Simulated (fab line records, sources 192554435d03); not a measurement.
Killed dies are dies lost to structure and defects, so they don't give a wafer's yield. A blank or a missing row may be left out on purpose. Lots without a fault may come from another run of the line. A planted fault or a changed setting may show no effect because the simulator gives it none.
fab line records | flow n5_finfet | part 1 of 2: steps 1 to 16 of 23
record lots=5 wafers=15 last_day=18
route steps=1938 shown GATE_CUT@483
lots that met no fault: from a run of the same line without faults
start_h: hours from the record's first day to the start of the lot's first wafer shown | wait_h: hours since the lot's step before | " the same as in the row above | L1.1+2: a row that stands for several wafers | - no value, or no start given | * or withheld: withheld | < > ~ a bound
route shown NAME@n: a module of which the file shows steps, and the number in the route of the first | usual: mean/standard deviation of fault-free wafers | same: alike in all rows | chamber/n: place in a boat | sites: the reading at each site | _std_site: their standard deviation | _edge_site: outer sites' mean less inner sites' | radius_mm: how far each site lies from the wafer's centre | mask NAME#n: copy n | behind: the tool/chamber that last shaped the wafer | hold: why the lot was held/for how many hours/how that ended | device: the transistor (n, p or np) that didn't switch | end of line: the same wafers' tests at the end of the route | a step without rows: its recipe alone | killed: dies lost to structure and defects at the first sort, not the wafer's yield | map: a wafer's dies, x killed, . not, _ none there
set.NAME: the setting as run; set.NAME@STEP: as run at that earlier step | model.NAME: the simulator's own value behind a step, which no gauge read
lots at some steps of the route; a table a step, a row a wafer
services: from which hour (start_h, from the record's first day; less than 0 if before it) a tool's chamber was out of use, for how many hours, and why
## steps
# step N5_GATE_CUT_SOFTBAKE_08
# recipe temp_c=110 time_s=60 resist=CAR-EUV
# usual plate_temp_C=110.01/0.13
# columns lot.wafer tool chamber start_h wait_h plate_temp_C
L077.2 litho_track-03 0 - - 109.87
L077.3 " 0 " " 109.74
L077.5 " 0 " " 109.90
L078.1 litho_track-01 0 - - 110.00
L078.3 " 0 " " 109.83
L078.5 " 0 " " 109.92
L080.2 litho_track-05 0 - - 110.01
L080.4 " 0 " " 109.96
L080.6 " 0 " " 109.95
L085.1 litho_track-01 0 - - 109.99
L085.3 " 0 " " 109.94
L085.4 " 0 " " 110.08
L096.3 litho_track-01 0 - - 110.15
L096.4 " 0 " " 110.08
L096.6 " 0 " " 109.91
# step N5_GATE_CUT_EXPOSE_10
# recipe mask_id=GATE_CUT na=0.33 source_shape=annular sigma_inner=0.35 sigma_outer=0.8 polarization=unpolarized target_cd_nm=20 dose_mj=43.25
# columns lot.wafer tool chamber start_h wait_h mask
L077.2+3+5 euv_scanner-01 0 101.94 - GATE_CUT#0
L078.1+3+5 euv_scanner-01 0 113.02 - GATE_CUT#0
L080.2+4+6 euv_scanner-02 0 122.25 - GATE_CUT#0
L085.1+3+4 euv_scanner-02 0 149.64 - GATE_CUT#0
L096.3+4+6 euv_scanner-02 0 216.33 - GATE_CUT#0
# step N5_GATE_CUT_PEB_11
# recipe peb_temp_c=100 peb_time_s=60 resist=CAR-EUV
# usual plate_temp_C=100.03/0.12
# columns lot.wafer tool chamber start_h wait_h plate_temp_C
L077.2 litho_track-05 0 102.00 0.1 99.81
L077.3 " 0 " " 99.93
L077.5 " 0 " " 99.94
L078.1 litho_track-05 0 113.08 0.1 100.09
L078.3 " 0 " " 100.01
L078.5 " 0 " " 100.38
L080.2 litho_track-05 0 122.30 0.1 99.92
L080.4 " 0 " " 100.18
L080.6 " 0 " " 99.99
L085.1 litho_track-01 0 149.71 0.1 99.97
L085.3 " 0 " " 99.87
L085.4 " 0 " " 100.00
L096.3 litho_track-01 0 216.39 0.0 100.16
L096.4 " 0 " " 100.02
L096.6 " 0 " " 100.15
# step N5_GATE_CUT_DEVELOP_12
# recipe develop_time_s=30 developer=TMAH resist=CAR-EUV rinse_liquid=surfactant_rinse dry=air_spin dev_temp_c=23
# columns lot.wafer tool chamber start_h wait_h
L077.2+3+5 litho_track-05 0 - -
L078.1+3+5 litho_track-05 0 - -
L080.2+4+6 litho_track-05 0 - -
L085.1+3+4 litho_track-01 0 - -
L096.3+4+6 litho_track-01 0 - -
# step N5_GATE_CUT_CD_MEAS_13
# recipe target_cd_nm=20 landing_energy_ev=500 detector=se_inlens
# usual cd_nm=19.91/0.21
# columns lot.wafer tool chamber start_h wait_h cd_nm
L077.2 cd_sem-02 0 102.07 - 19.76
L077.3 " 0 " " 20.07
L077.5 " 0 " " 19.94
L078.1 cd_sem-03 0 113.15 - 19.77
L078.3 " 0 " " 19.48
L078.5 " 0 " " 19.75
L080.2 cd_sem-03 0 122.37 - 20.26
L080.4 " 0 " " 20.40
L080.6 " 0 " " 19.73
L085.1 cd_sem-03 0 149.77 - 19.80
L085.3 " 0 " " 19.72
L085.4 " 0 " " 19.91
L096.3 cd_sem-02 0 216.45 - 20.08
L096.4 " 0 " " 19.54
L096.6 " 0 " " 19.94
# step N5_GATE_CUT_OVL_MEAS_14
# recipe points_per_wafer=522
# usual GATE_CUT_OVL=-0.5/0.69
# columns lot.wafer tool chamber start_h wait_h GATE_CUT_OVL[nm]
L077.2 overlay-01 0 102.10 0.0 -0.4
L077.3 " 0 " " 0.7
L077.5 " 0 " " -0.3
L078.1 overlay-01 0 113.18 0.0 -0.3
L078.3 " 0 " " 0.0
L078.5 " 0 " " -1.0
L080.2 overlay-02 0 122.41 0.0 -0.4
L080.4 " 0 " " 0.1
L080.6 " 0 " " 0.7
L085.1 overlay-02 0 149.80 0.0 -0.7
L085.3 " 0 " " -1.1
L085.4 " 0 " " -1.6
L096.3 overlay-02 0 216.49 0.0 -1.3
L096.4 " 0 " " 0.0
L096.6 " 0 " " -0.4
# step N5_GATE_CUT_INSPECT_15
# recipe mode=adi inspect_instrument=brightfield
# usual raw_defect_count=136/38
# columns lot.wafer tool chamber start_h wait_h raw_defect_count
L077.2 defect_inspect-01 - 102.16 0.0 142
L077.3 " - " " 114
L077.5 " - " " 82
L078.1 defect_inspect-02 - 113.24 0.1 122
L078.3 " - " " 120
L078.5 " - " " 161
L080.2 defect_inspect-01 - 122.46 0.0 124
L080.4 " - " " 145
L080.6 " - " " 155
L085.1 defect_inspect-01 - 149.86 0.1 218
L085.3 " - " " 123
L085.4 " - " " 208
L096.3 defect_inspect-02 - 216.54 0.0 103
L096.4 " - " " 77
L096.6 " - " " 120
# step N5_GATE_CUT_DESCUM_18
# recipe chemistry=O2 time_s=7 source_power_w=50 bias_power_w=20 pressure_mtorr=20 rf_frequency_hz=2.712e+07 temp_c=40 resist=CAR-EUV o2_flow_sccm=225
# usual drypump_motor_current_A=5.6/0.53 oes_product_au=0.79/0.08 rf_vpp_V=243.4/1.4 showerhead_plenum_p_Torr=2.11/0.075 throttle_valve_pct=20.57/0.2
# columns lot.wafer tool chamber start_h wait_h drypump_motor_current_A oes_product_au rf_hours_counter_h rf_vpp_V showerhead_plenum_p_Torr throttle_valve_pct
L077.2 rie_diel-03 3 102.19 0.0 6.3 0.69 234 243.6 2.07 20.97
L077.3 " 0 " " 4.9 0.79 134 244.0 2.02 20.75
L077.5 " 1 " " 6.0 0.74 - 242.8 2.11 20.62
L078.1 rie_diel-03 1 113.27 0.0 6.1 0.75 136 243.8 2.11 20.63
L078.3 " 0 " " 4.9 0.77 136 242.6 2.02 20.73
L078.5 " 1 " " 6.1 0.74 - 243.6 2.11 20.60
L080.2 rie_diel-03 0 122.49 0.0 4.9 0.78 139 242.2 2.02 20.75
L080.4 " 2 " " 6.2 0.71 213 243.0 2.17 20.55
L080.6 " 2 " " 6.1 0.71 - 243.6 2.17 20.56
L085.1 rie_diel-03 2 150.50 0.6 6.1 0.71 222 244.4 2.16 20.55
L085.3 " 0 " " 4.9 0.77 147 241.0 2.02 20.75
L085.4 " 3 " " 6.3 0.68 249 243.2 2.07 20.99
L096.3 rie_diel-03 0 216.60 0.1 4.9 0.76 169 242.7 2.01 20.78
L096.4 " 1 " " 6.1 0.71 - 243.1 2.09 20.68
L096.6 " 0 " " 4.9 0.75 - 241.2 2.01 20.79
# step N5_GATE_CUT_ETCH_28
# recipe chemistry=N2/H2 target=underlayer target_depth_a=130 mask_material=CAR-EUV time_s=10.4 ion_energy_ev=200 pressure_mtorr=30 source_w=840 bias_w=150 n2_flow_sccm=200 h2_flow_sccm=200 ends=cleared
# usual drypump_motor_current_A=5.6/0.54 etch_rf_on_time_s=10.36/0.17 oes_product_au=0.67/0.067 rf_vpp_V=524.6/2.8 showerhead_plenum_p_Torr=2.56/0.094 throttle_valve_pct=17.92/0.22
# columns lot.wafer tool chamber start_h wait_h drypump_motor_current_A etch_rf_on_time_s oes_product_au rf_hours_counter_h rf_vpp_V showerhead_plenum_p_Torr throttle_valve_pct
L077.2 rie_diel-03 3 102.22 0.0 6.3 10.33 0.59 234 521.9 2.49 18.22
L077.3 " 0 " " 4.9 10.29 0.68 134 522.4 2.45 18.12
L077.5 " 1 " " 6.1 10.36 0.64 - 525.6 2.55 18.01
L078.1 rie_diel-03 1 113.31 0.0 6.1 10.57 0.63 136 524.6 2.55 18.00
L078.3 " 0 " " 4.9 10.43 0.67 136 521.2 2.45 18.11
L078.5 " 1 " " 6.1 10.55 0.63 - 522.3 2.55 18.01
L080.2 rie_diel-03 0 122.53 0.0 4.9 10.41 0.67 139 520.8 2.45 18.12
L080.4 " 2 " " 6.2 10.22 0.61 213 525.2 2.62 17.89
L080.6 " 2 " " 6.2 10.32 0.61 - 525.8 2.62 17.89
L085.1 rie_diel-03 2 150.53 0.0 6.2 10.29 0.61 222 527.1 2.61 17.91
L085.3 " 0 " " 4.9 10.40 0.66 147 519.6 2.44 18.13
L085.4 " 3 " " 6.3 10.41 0.58 249 522.5 2.48 18.25
L096.3 rie_diel-03 0 216.64 0.0 4.9 10.37 0.65 169 519.7 2.44 18.19
L096.4 " 1 " " 6.0 10.44 0.61 - 522.6 2.53 18.07
L096.6 " 0 " " 4.9 10.37 0.65 - 520.1 2.43 18.19
# step N5_GATE_CUT_ETCH_36
# recipe chemistry=CF4 target=SiARC target_depth_a=130 mask_material=CAR-EUV time_s=21.7 ion_energy_ev=80 pressure_mtorr=40 source_w=545 bias_w=36 Ar_flow_sccm=100 cf4_flow_sccm=100 ends=cleared
# usual cf4_flow_sccm=100.0/0.32 drypump_motor_current_A=5.6/0.53 etch_rf_on_time_s=21.7/0.32 mfc_ar_sccm=100.0/0.32 oes_product_au=0.67/0.068 rf_vpp_V=184.3/1.2 showerhead_plenum_p_Torr=2.16/0.077 throttle_valve_pct=15.73/0.21
# columns lot.wafer tool chamber start_h wait_h cf4_flow_sccm drypump_motor_current_A etch_rf_on_time_s mfc_ar_sccm oes_product_au rf_hours_counter_h rf_vpp_V showerhead_plenum_p_Torr throttle_valve_pct
L077.2 rie_diel-03 3 102.24 0.0 100.0 6.3 21.7 100.2 0.60 234 184.7 2.12 16.14
L077.3 " 0 " " 100.0 4.9 21.5 99.6 0.68 134 184.0 2.05 15.81
L077.5 " 1 " " 99.9 6.0 21.8 99.9 0.63 - 185.0 2.15 15.78
L078.1 rie_diel-03 1 113.33 0.0 100.1 6.0 21.8 99.6 0.63 136 184.2 2.15 15.78
L078.3 " 0 " " 100.5 4.9 21.8 99.7 0.66 136 182.5 2.05 15.80
L078.5 " 1 " " 99.6 6.1 22.1 99.9 0.63 - 183.1 2.15 15.80
L080.2 rie_diel-03 0 122.55 0.0 100.2 4.9 21.9 99.9 0.67 139 183.0 2.05 15.80
L080.4 " 2 " " 100.1 6.2 21.6 100.0 0.61 213 185.4 2.21 15.74
L080.6 " 2 " " 99.6 6.2 21.7 100.1 0.61 - 185.2 2.21 15.74
L085.1 rie_diel-03 2 150.55 0.0 100.4 6.1 21.6 100.1 0.61 222 185.4 2.21 15.76
L085.3 " 0 " " 100.0 4.9 22.0 99.9 0.65 147 184.4 2.05 15.84
L085.4 " 3 " " 99.6 6.3 22.1 99.8 0.58 249 183.2 2.12 16.18
L096.3 rie_diel-03 0 216.65 0.0 100.1 4.9 21.6 100.4 0.65 169 183.7 2.04 15.85
L096.4 " 1 " " 100.1 6.0 21.8 100.9 0.61 - 183.9 2.14 15.87
L096.6 " 0 " " 100.0 4.9 21.8 99.8 0.64 - 183.0 2.04 15.88
# step N5_GATE_CUT_ETCH_37
# recipe chemistry=N2/H2 target=SOC target_depth_a=600 overetch_a=120 mask_material=SiARC temp_c=40 time_s=90 ion_energy_ev=200 pressure_mtorr=30 source_w=840 bias_w=150 n2_flow_sccm=200 h2_flow_sccm=200
# usual drypump_motor_current_A=5.6/0.54 oes_product_au=0.70/0.069 rf_vpp_V=524.3/2.6 showerhead_plenum_p_Torr=2.56/0.094 throttle_valve_pct=17.89/0.22
# columns lot.wafer tool chamber start_h wait_h drypump_motor_current_A oes_product_au rf_hours_counter_h rf_vpp_V showerhead_plenum_p_Torr throttle_valve_pct
L077.2 rie_diel-03 3 102.27 0.0 6.3 0.63 234 523.9 2.49 18.21
L077.3 " 0 " " 4.9 0.70 134 520.3 2.45 18.09
L077.5 " 1 " " 6.1 0.67 - 522.9 2.55 17.97
L078.1 rie_diel-03 1 113.35 0.0 6.0 0.67 136 522.2 2.55 17.98
L078.3 " 0 " " 4.9 0.70 136 521.0 2.45 18.09
L078.5 " 1 " " 6.0 0.66 - 524.5 2.55 17.99
L080.2 rie_diel-03 0 122.57 0.0 4.9 0.70 139 521.2 2.45 18.10
L080.4 " 2 " " 6.2 0.64 213 527.8 2.62 17.84
L080.6 " 2 " " 6.1 0.64 - 525.7 2.62 17.85
L085.1 rie_diel-03 2 150.58 0.0 6.1 0.64 222 526.4 2.61 17.87
L085.3 " 0 " " 4.9 0.70 147 521.2 2.44 18.10
L085.4 " 3 " " 6.3 0.61 249 521.8 2.48 18.22
L096.3 rie_diel-03 0 216.68 0.0 4.9 0.68 169 520.2 2.44 18.14
L096.4 " 1 " " 6.0 0.64 - 521.8 2.53 18.04
L096.6 " 0 " " 4.9 0.67 - 520.1 2.44 18.15
# step N5_GATE_CUT_STRIP_38
# recipe chemistry=N2/H2 temp_c=40 n2_flow_sccm=200 h2_flow_sccm=200 rf_frequency_hz=6e+07
# columns lot.wafer tool chamber start_h wait_h
L077.2+3+5 rie_diel-03 3,0,1 102.33 0.0
L078.1+3+5 rie_diel-03 1,0,1 113.42 0.0
L080.2+4+6 rie_diel-03 0,2,2 122.64 0.0
L085.1+3+4 rie_diel-03 2,0,3 150.64 0.0
L096.3+4+6 rie_diel-03 0,1,0 216.74 0.0
# step N5_GATE_CUT_STRIP_39
# recipe chemistry=N2/H2 temp_c=40 n2_flow_sccm=200 h2_flow_sccm=200 rf_frequency_hz=6e+07
# columns lot.wafer tool chamber start_h wait_h
L077.2+3+5 rie_diel-03 3,0,1 102.34 0.0
L078.1+3+5 rie_diel-03 1,0,1 113.43 0.0
L080.2+4+6 rie_diel-03 0,2,2 122.65 0.0
L085.1+3+4 rie_diel-03 2,0,3 150.65 0.0
L096.3+4+6 rie_diel-03 0,1,0 216.75 0.0
# step N5_GATE_CUT_HM_OPEN_40
# recipe chemistry=C4F6/O2 target=SiO2 mask_material=SiARC target_depth_a=1390 time_s=85.1 ion_energy_ev=250 pressure_mtorr=30 source_w=345 bias_w=185 Ar_flow_sccm=300 C4F6_flow_sccm=10 O2_flow_sccm=10 ends=cleared
# usual drypump_motor_current_A=5.6/0.53 etch_rf_on_time_s=93.6/1.6 mfc_ar_sccm=299.9/0.91 oes_product_au=0.71/0.071 rf_vpp_V=668/10 showerhead_plenum_p_Torr=2.87/0.097 throttle_valve_pct=21.04/0.25
# columns lot.wafer tool chamber start_h wait_h drypump_motor_current_A etch_rf_on_time_s mfc_ar_sccm oes_product_au rf_hours_counter_h rf_vpp_V showerhead_plenum_p_Torr throttle_valve_pct
L077.2 rie_diel-03 3 102.35 0.0 6.3 96.2 300.6 0.63 234 656 2.84 21.58
L077.3 " 0 " " 4.9 92.5 300.3 0.71 134 667 2.74 21.16
L077.5 " 1 " " 6.1 95.9 299.9 0.67 - 660 2.85 21.07
L078.1 rie_diel-03 1 113.44 0.0 6.0 94.1 300.1 0.66 136 660 2.85 21.07
L078.3 " 0 " " 4.9 92.0 300.7 0.71 136 667 2.74 21.18
L078.5 " 1 " " 6.0 95.2 301.4 0.67 - 659 2.85 21.07
L080.2 rie_diel-03 0 122.66 0.0 4.9 95.1 299.5 0.70 139 667 2.74 21.18
L080.4 " 2 " " 6.1 96.1 301.1 0.65 213 683 2.92 20.95
L080.6 " 2 " " 6.1 94.8 300.5 0.65 - 684 2.92 20.95
L085.1 rie_diel-03 2 150.66 0.0 6.2 92.0 299.2 0.64 222 685 2.92 20.95
L085.3 " 0 " " 4.9 94.0 301.5 0.69 147 667 2.73 21.17
L085.4 " 3 " " 6.3 93.4 300.0 0.62 249 656 2.83 21.62
L096.3 rie_diel-03 0 216.76 0.0 4.9 92.2 299.4 0.69 169 667 2.72 21.22
L096.4 " 1 " " 6.0 95.0 299.4 0.64 - 660 2.83 21.14
L096.6 " 0 " " 4.9 93.3 299.8 0.68 - 667 2.72 21.20
# step N5_GATE_CUT_STRIP_41
# recipe chemistry=CF4 resist=SiARC power_w=300 bias_power_w=75 pressure_mtorr=50 cf4_flow_sccm=150 rf_frequency_hz=6e+07
# usual cf4_flow_sccm=150.0/0.41 drypump_motor_current_A=5.6/0.54 oes_product_au=0.180/0.017 rf_vpp_V=271.5/1.7 showerhead_plenum_p_Torr=1.81/0.067 throttle_valve_pct=13.70/0.21
# columns lot.wafer tool chamber start_h wait_h cf4_flow_sccm drypump_motor_current_A oes_product_au rf_hours_counter_h rf_vpp_V showerhead_plenum_p_Torr throttle_valve_pct
L077.2 rie_diel-03 3 102.42 0.0 150.2 6.3 0.162 234 270.2 1.77 14.09
L077.3 " 0 " " 150.2 4.9 0.178 134 269.9 1.72 13.76
L077.5 " 1 " " 149.3 6.0 0.169 - 270.5 1.81 13.78
L078.1 rie_diel-03 1 113.50 0.0 149.7 6.0 0.179 136 271.7 1.81 13.78
L078.3 " 0 " " 150.5 4.9 0.181 136 269.5 1.72 13.76
L078.5 " 1 " " 150.6 6.0 0.174 - 270.5 1.81 13.79
L080.2 rie_diel-03 0 122.72 0.0 150.3 4.9 0.180 139 270.1 1.72 13.78
L080.4 " 2 " " 150.3 6.2 0.163 214 270.3 1.86 13.75
L080.6 " 2 " " 150.0 6.2 0.161 - 272.0 1.86 13.77
L085.1 rie_diel-03 2 150.72 0.0 150.0 6.1 0.164 222 272.9 1.86 13.78
L085.3 " 0 " " 149.3 4.9 0.178 147 269.2 1.71 13.80
L085.4 " 3 " " 149.6 6.3 0.167 249 272.5 1.76 14.13
L096.3 rie_diel-03 0 216.83 0.0 149.2 4.9 0.169 169 270.0 1.71 13.84
L096.4 " 1 " " 150.3 6.0 0.161 - 270.2 1.80 13.89
L096.6 " 0 " " 149.6 4.9 0.177 - 269.0 1.71 13.85
# step N5_GATE_CUT_STRIP_42
# recipe chemistry=O2 power_w=400 temp_c=40 pressure_mtorr=30 rf_frequency_hz=6e+07 bias_power_w=0 overash_fraction=0.3 o2_flow_sccm=225
# usual drypump_motor_current_A=5.6/0.54 oes_product_au=0.78/0.081 rf_vpp_V=3.7/0.48 showerhead_plenum_p_Torr=2.12/0.075 throttle_valve_pct=16.80/0.2
# columns lot.wafer tool chamber start_h wait_h drypump_motor_current_A oes_product_au rf_hours_counter_h rf_vpp_V showerhead_plenum_p_Torr throttle_valve_pct
L077.2 rie_diel-03 3 102.44 0.0 6.3 0.69 234 3.5 2.08 17.23
L077.3 " 0 " " 4.9 0.78 134 2.7 2.03 16.97
L077.5 " 1 " " 6.0 0.74 - 4.6 2.11 16.87
L078.1 rie_diel-03 1 113.52 0.0 6.0 0.74 136 3.1 2.11 16.87
L078.3 " 0 " " 4.9 0.78 136 4.2 2.03 16.99
L078.5 " 1 " " 6.0 0.74 - 3.1 2.11 16.86
L080.2 rie_diel-03 0 122.74 0.0 4.9 0.78 139 3.2 2.02 16.98
L080.4 " 2 " " 6.2 0.72 214 4.1 2.17 16.78
L080.6 " 2 " " 6.1 0.71 - 3.5 2.17 16.78
L085.1 rie_diel-03 2 150.74 0.0 6.1 0.70 222 3.3 2.17 16.81
L085.3 " 0 " " 4.9 0.78 147 3.7 2.02 17.01
L085.4 " 3 " " 6.3 0.68 249 3.9 2.07 17.25
L096.3 rie_diel-03 0 216.85 0.0 4.9 0.75 169 3.9 2.01 17.05
L096.4 " 1 " " 6.0 0.71 - 4.0 2.10 16.94
L096.6 " 0 " " 4.9 0.75 - 3.6 2.01 17.03
